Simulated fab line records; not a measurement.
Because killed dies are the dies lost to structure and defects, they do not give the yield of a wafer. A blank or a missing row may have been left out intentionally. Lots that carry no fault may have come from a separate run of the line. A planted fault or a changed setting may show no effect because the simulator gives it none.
8D (eight disciplines) problem report, filled in by code    flow nand_harc    the parts of the form that need people (team, actions taken, sign-off) are left out

## 1. THE PROBLEM
killed_at_periphery at NHARC_END_SORT_01 reads a mean of 334.0 on 6 wafers of 2 lots; wafers without a fault read 2.8 with a standard deviation of 2.2. That is +99 or more standard deviations from the usual mean.
Earliest sighting: wafer L762.1 on prober-01 at day 22 23:43. Wafers with a number at this step in the record: 16, from 6 lots. The rule behind "out" and "out of limits": a value lying over 4 standard deviations away from the usual mean. The rest of the wafers with a number are treated as sound.

## 2. WHAT IT IS, AND WHAT IT ISN'T
question                     is                                                                                                                                                       is not
which readings at this step  killed_at_periphery, defect_limited_yield, killed_dies, sort_bin_2_pct, sort_bin_3_pct, sort_bin_4_pct, sort_n_pass, sort_rim_yield_pct, sort_yield_pct  killed_at_array, killed_at_other, killed_open, killed_short
which lots                   L762, L763                                                                                                                                               L750, L753, L756, L758
which wafers of those lots   all that have a number                                                                                                                                   -
read on which gauges         prober-01                                                                                                                                                prober-02
when                         from day 22 23:43                                                                                                                                        up to then (10 sound wafers)

## 3. THE SUSPECTS, EACH WITH WHAT RULES IT OUT
Counting: any tool at a process step up to the reading is kept as a suspect provided that every lot that is out went through it and no sound lot did after the first of them.
- the gauge at NHARC_END_SORT_01: kept. All the wafers that are out were read on prober-01, and no step on other tools shows them out.
- ecd_cu-01 at NHARC_P_M1_ECD_22 (material Cu, target thk 400 nm): kept. It processed each lot that is out, first L762 at day 10 00:43, and no sound lot thereafter; up to then, the last sound lot it processed was L756 at day 8 18:52.
- rtp_anneal-01 at NHARC_A_BONDPAD_ANNEAL_28 (time 90 s): kept. It processed each lot that is out, first L762 at day 21 15:20, and no sound lot thereafter; up to then, the last sound lot it processed was L758 at day 21 05:19.
ecd_cu-01 at NHARC_P_M1_ECD_22, rtp_anneal-01 at NHARC_A_BONDPAD_ANNEAL_28 and prober-01 at NHARC_END_SORT_01 are what is left after counting.

## 4. THE CAUSE (what the simulator had put in)
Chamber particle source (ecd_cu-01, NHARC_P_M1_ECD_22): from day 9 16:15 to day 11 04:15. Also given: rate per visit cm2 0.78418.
Counting left 3 suspects, and this tool is among them.

## 5. SEQUENCE OF EFFECTS, ordered by route
Each row: a reading whose mean over the struck wafers that have a number lies more than 3 standard deviations from the usual. Only readings whose record carries a usual standard deviation are examined. hours: median over the lots of the time between each lot's start at the first step of this table that gives one and its start at this step. sigmas: the change, counted in usual standard deviations.
hours  step               reading               usual   on struck wafers  change  sigmas
0      NHARC_END_SORT_01  defect_limited_yield  95.7 %  46.6              -49.1   -33
0      NHARC_END_SORT_01  killed_at_periphery   2.8     334.0             +331.2  +99 or more
0      NHARC_END_SORT_01  killed_dies           29      361               +332    +34
0      NHARC_END_SORT_01  sort_bin_2_pct        1.3 %   19.0              +17.7   +33
0      NHARC_END_SORT_01  sort_bin_3_pct        0.23 %  3.94              +3.71   +19
0      NHARC_END_SORT_01  sort_bin_4_pct        2.8 %   30.3              +27.5   +28
0      NHARC_END_SORT_01  sort_n_pass           648     316               -332    -34
0      NHARC_END_SORT_01  sort_rim_yield_pct    95 %    45                -50     -14
0      NHARC_END_SORT_01  sort_yield_pct        95.7 %  46.6              -49.1   -33

## 6. HOW IT WOULD HAVE BEEN CAUGHT EARLIER
The first out-of-limits reading at a measuring or inspecting step in this record came at day 22 23:43, 319 hours after the fault's start at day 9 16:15.
Lots out: 2; all had begun NHARC_P_M1_ECD_22 on ecd_cu-01 by day 22 23:43. Tool hold at that time: it would have spared none of them.
